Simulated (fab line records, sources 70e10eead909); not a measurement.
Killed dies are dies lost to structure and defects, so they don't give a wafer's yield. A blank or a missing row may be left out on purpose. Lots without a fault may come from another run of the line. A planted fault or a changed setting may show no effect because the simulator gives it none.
fab line records | flow nand_harc | part 2 of 2: steps 5 to 6 of 6
record lots=20 wafers=60 last_day=32
route steps=1302 shown A_CHANNEL_HOLE_D2@591 A_STAIRCASE@651
lots that met no fault: from a run of the same line without faults
start_h: hours from the record's first day to the start of the lot's first wafer shown | wait_h: hours since the lot's step before | " the same as in the row above | L1.1+2: a row that stands for several wafers | - no value, or no start given | * or withheld: withheld | < > ~ a bound
route shown NAME@n: a module of which the file shows steps, and the number in the route of the first | usual: mean/standard deviation of fault-free wafers | same: alike in all rows | chamber/n: place in a boat | sites: the reading at each site | _std_site: their standard deviation | _edge_site: outer sites' mean less inner sites' | radius_mm: how far each site lies from the wafer's centre | mask NAME#n: copy n | behind: the tool/chamber that last shaped the wafer | hold: why the lot was held/for how many hours/how that ended | device: the transistor (n, p or np) that didn't switch | end of line: the same wafers' tests at the end of the route | a step without rows: its recipe alone | killed: dies lost to structure and defects at the first sort, not the wafer's yield | map: a wafer's dies, x killed, . not, _ none there
set.NAME: the setting as run; set.NAME@STEP: as run at that earlier step | model.NAME: the simulator's own value behind a step, which no gauge read
steps of the route over a sample of lots; a table a step, a row a wafer
services: from which hour (start_h, from the record's first day; less than 0 if before it) a tool's chamber was out of use, for how many hours, and why
## steps
# step NHARC_A_STAIRCASE_ETCH_13
# recipe target_depth_a=1000 time_s=40.5 ion_energy_ev=400 c4f8_flow_sccm=20 o2_flow_sccm=10 ar_flow_sccm=withheld rf_w=600 bias_w=1000 chemistry=C4F8/O2
# usual bias_w=1000.2/2.8 oes_product_au=0.945/0.017 rf_vpp_V=899/5.5
# columns lot.wafer tool chamber start_h wait_h bias_w oes_product_au rf_hours_counter_h rf_vpp_V
L074.1 rie_diel-08 1 - - 996.7 0.958 52 897
L074.2 " 3 " " 995.7 0.960 50 900
L074.6 " 1 " " 997.6 0.967 - 898
L075.4 rie_diel-10 3 - - 1003.6 0.935 38 898
L075.1 " 0 " " 1004.6 0.963 37 905
L075.5 " 3 " " 1002.9 0.943 - 898
L076.1 rie_diel-10 3 - - 995.9 0.924 38 897
L076.4 " 0 " " 999.3 0.947 37 905
L076.5 " 0 " " 1002.2 0.957 - 907
L077.2 rie_diel-06 1 - - 998.4 0.942 18 890
L077.4 " 2 " " 999.8 0.941 24 905
L077.5 " 1 " " 995.4 0.936 - 891
L078.1 rie_diel-10 0 - - 998.5 0.971 46 905
L078.2 " 3 " " 999.8 0.941 48 898
L078.6 " 1 " " 1001.6 0.968 - 905
L079.4 rie_diel-10 0 - - 1002.5 0.945 49 905
L079.2 " 1 " " 999.7 0.955 51 904
L079.5 " 2 " " 1001.0 0.969 - 906
L080.1 rie_diel-10 1 - - 1000.5 0.978 53 903
L080.2 " 3 " " 1004.3 0.943 54 898
L080.6 " 1 " " 997.8 0.971 - 903
L081.4 rie_diel-08 3 - - 1000.3 0.959 13 898
L081.1 " 0 " " 1001.9 0.949 12 908
L081.5 " 3 " " 998.8 0.948 - 899
L087.3 rie_diel-06 0 - - 1003.0 0.961 47 894
L087.1 " 2 " " 1000.3 0.948 57 905
L087.2 " 3 " " 1004.0 0.942 58 892
L085.2 rie_diel-08 1 - - 999.6 0.936 31 896
L085.3 " 0 " " 998.1 0.966 32 906
L085.6 " 1 " " 1009.2 0.928 - 896
L086.3 rie_diel-08 2 - - 996.6 0.938 33 896
L086.4 " 3 " " 1001.8 0.912 34 897
L086.1 " 1 " " 1001.4 0.931 31 898
L088.2 rie_diel-08 3 - - 1001.5 0.936 47 899
L088.5 " 2 " " 1002.1 0.951 - 895
L088.6 " 3 " " 998.4 0.931 - 897
L089.2 rie_diel-08 3 - - 998.3 0.916 48 897
L089.4 " 0 " " 1001.3 0.942 45 905
L089.5 " 3 " " 997.7 0.919 - 898
L091.3 rie_diel-08 3 - - 998.0 0.930 52 898
L091.2 " 1 " " 998.5 0.922 49 897
L091.4 " 2 " " 996.9 0.929 51 895
L090.2 rie_diel-08 1 - - 1001.2 0.935 49 894
L090.4 " 3 " " 1002.2 0.932 52 899
L090.5 " 0 " " 1003.9 0.941 - 905
L092.4 rie_diel-06 2 - - 1002.4 0.921 17 906
L092.2 " 3 " " 999.7 0.915 20 890
L092.6 " 1 " " 1000.2 0.945 - 889
L094.3 rie_diel-10 3 - - 1005.7 0.926 30 896
L094.1 " 0 " " 998.8 0.936 28 904
L094.2 " 1 " " 1002.4 0.938 22 904
L095.2 rie_diel-06 1 - - 1002.0 0.961 29 889
L095.1 " 2 " " 999.1 0.934 25 903
L095.6 " 3 " " 1001.1 0.926 - 892
L096.1 rie_diel-08 1 - - 995.0 0.931 5 897
L096.4 " 1 " " 998.7 0.930 - 898
L096.6 " 2 " " 1001.8 0.945 - 896
L097.1 rie_diel-10 0 - - 1001.4 0.941 37 904
L097.3 " 1 " " 999.9 0.940 34 904
L097.5 " 0 " " 995.6 0.948 - 904
# step NHARC_A_STAIRCASE_TRIM_20
# recipe time_s=211.2 o2_flow_sccm=500 ar_flow_sccm=0 bias_w=0 chemistry=O2
# usual drypump_motor_current_A=5.7/0.47 oes_product_au=1.002/0.015 rf_vpp_V=58.2/0.92 showerhead_plenum_p_Torr=3.63/0.14 throttle_valve_pct=17.036/0.009
# same bias_w=0
# columns lot.wafer tool chamber start_h wait_h drypump_motor_current_A oes_product_au rf_hours_counter_h rf_vpp_V showerhead_plenum_p_Torr throttle_valve_pct
L074.2 rie_diel-10 3 353.34 0.1 5.8 0.991 32 57.5 3.57 17.026
L074.1 " 0 " " 5.0 1.020 31 57.9 3.79 17.036
L074.6 " 1 " " 5.5 0.994 - 59.1 3.75 17.040
L075.4 rie_diel-08 2 376.88 0.7 6.3 1.033 0 57.5 3.55 17.040
L075.1 " 3 " " 5.1 0.997 0 58.8 3.62 17.021
L075.5 " 0 " " 6.1 1.016 - 58.8 3.81 17.047
L076.1 rie_diel-08 0 379.29 0.1 6.1 1.012 1 57.9 3.81 17.037
L076.4 " 2 " " 6.3 1.020 1 58.0 3.55 17.038
L076.5 " 0 " " 6.1 1.014 - 59.2 3.81 17.039
L077.4 rie_diel-10 3 380.85 0.1 5.8 1.004 42 57.2 3.57 17.029
L077.2 " 0 " " 5.0 1.017 40 59.4 3.78 17.051
L077.5 " 3 " " 5.8 0.986 - 57.0 3.57 17.038
L078.2 rie_diel-10 0 392.35 0.1 5.0 1.015 47 57.3 3.78 17.019
L078.1 " 1 " " 5.5 1.020 49 58.2 3.74 17.026
L078.6 " 3 " " 5.7 0.995 - 57.9 3.56 17.030
L079.4 rie_diel-10 1 406.60 0.1 5.5 1.008 52 58.1 3.74 17.036
L079.2 " 2 " " 5.1 1.022 47 59.5 3.78 17.035
L079.5 " 1 " " 5.6 1.001 - 58.3 3.74 17.030
L080.2 rie_diel-06 0 412.74 0.1 6.2 1.027 27 57.5 3.44 17.031
L080.1 " 1 " " 5.6 0.987 27 58.0 3.36 17.027
L080.6 " 3 " " 6.3 1.004 - 58.7 3.43 17.033
L081.4 rie_diel-06 0 417.70 0.1 6.2 1.032 29 56.6 3.44 17.032
L081.1 " 1 " " 5.6 0.982 28 57.3 3.36 17.052
L081.5 " 2 " " 6.3 1.009 - 57.5 3.79 17.048
L087.3 rie_diel-06 2 470.98 0.1 6.3 0.996 57 58.4 3.78 17.030
L087.1 " 0 " " 6.1 1.022 48 58.6 3.43 17.050
L087.2 " 1 " " 5.6 1.000 43 57.5 3.36 17.035
L085.3 rie_diel-08 2 471.13 0.1 6.3 1.019 34 58.5 3.53 17.032
L085.2 " 3 " " 5.1 0.985 35 58.0 3.60 17.054
L085.6 " 2 " " 6.3 1.021 - 58.0 3.53 17.028
L086.1 rie_diel-06 1 471.44 0.1 5.6 0.989 43 59.4 3.36 17.038
L086.4 " 2 " " 6.4 0.992 57 58.6 3.78 17.045
L086.3 " 0 " " 6.1 1.008 48 58.3 3.43 17.021
L088.2 rie_diel-08 0 507.71 0.1 6.1 1.001 45 57.6 3.78 17.027
L088.5 " 2 " " 6.3 1.012 - 57.7 3.52 17.039
L088.6 " 3 " " 5.1 0.986 - 58.3 3.59 17.031
L089.2 rie_diel-08 0 509.33 0.1 6.0 1.020 45 57.8 3.78 17.028
L089.4 " 1 " " 5.5 0.985 45 58.2 3.54 17.038
L089.5 " 3 " " 5.1 0.998 - 57.5 3.59 17.043
L091.4 rie_diel-08 3 516.06 0.1 5.1 0.995 53 57.6 3.59 17.044
L091.3 " 0 " " 6.1 1.021 51 59.3 3.78 17.055
L091.2 " 1 " " 5.5 0.994 50 57.9 3.53 17.037
L090.2 rie_diel-06 0 516.18 0.1 6.1 0.978 13 57.4 3.42 17.049
L090.4 " 1 " " 5.6 1.014 10 56.4 3.35 17.034
L090.5 " 3 " " 6.2 0.976 - 58.7 3.41 17.034
L092.4 rie_diel-10 2 537.01 0.1 5.1 1.010 26 58.3 3.76 17.027
L092.2 " 0 " " 5.0 0.993 25 57.9 3.76 17.022
L092.6 " 1 " " 5.5 0.996 - 57.9 3.73 17.032
L094.3 rie_diel-10 2 545.54 0.2 5.1 1.000 29 60.4 3.76 17.032
L094.2 " 3 " " 5.7 0.988 31 60.0 3.54 17.044
L094.1 " 1 " " 5.5 0.992 23 58.8 3.73 17.040
L095.2 rie_diel-08 1 557.02 0.1 5.5 0.990 1 58.4 3.53 17.038
L095.1 " 3 " " 5.1 1.000 2 59.4 3.58 17.031
L095.6 " 0 " " 6.1 1.013 - 59.6 3.77 17.038
L096.1 rie_diel-10 0 568.70 0.1 5.0 0.998 36 58.9 3.76 17.038
L096.4 " 1 " " 5.6 0.984 32 58.3 3.72 17.031
L096.6 " 3 " " 5.8 0.968 - 57.7 3.54 17.026
L097.3 rie_diel-10 1 574.35 0.1 5.5 0.993 34 58.1 3.72 17.049
L097.1 " 2 " " 5.1 1.005 41 57.6 3.75 17.039
L097.5 " 2 " " 5.1 1.003 - 59.2 3.76 17.044
## services
# columns tool chamber start_h hours kind
rie_diel-10 2 267.05 8.4 repair
har_etch-02 0 281.11 - consumable_replace:focus_ring
har_etch-02 0 281.11 17.0 scheduled_down
har_etch-02 0 281.11 17.0 vent_cycle
rie_diel-10 - 286.71 6.6 repair
rie_diel-06 3 287.12 1.3 repair
rie_diel-06 - 307.37 9.0 pm
rie_diel-08 1 311.79 1.5 repair
rie_diel-10 2 315.87 12.0 repair
rie_diel-08 2 323.20 11.1 repair
rie_diel-08 1 362.69 5.6 repair
rie_diel-08 - 367.84 9.0 pm
har_etch-02 - 377.00 17.0 pm
har_etch-02 0 377.00 17.0 vent_cycle
har_etch-02 1 377.00 17.0 vent_cycle
rie_diel-06 - 384.12 1.8 repair
rie_diel-10 - 420.00 9.0 pm
rie_diel-10 1 466.77 17.7 repair
rie_diel-06 2 474.45 7.3 repair
rie_diel-06 - 484.37 9.0 pm
rie_diel-10 - 491.56 33.9 repair
rie_diel-08 - 541.65 3.1 repair
rie_diel-08 - 544.84 9.0 pm
rie_diel-06 3 558.29 5.9 repair
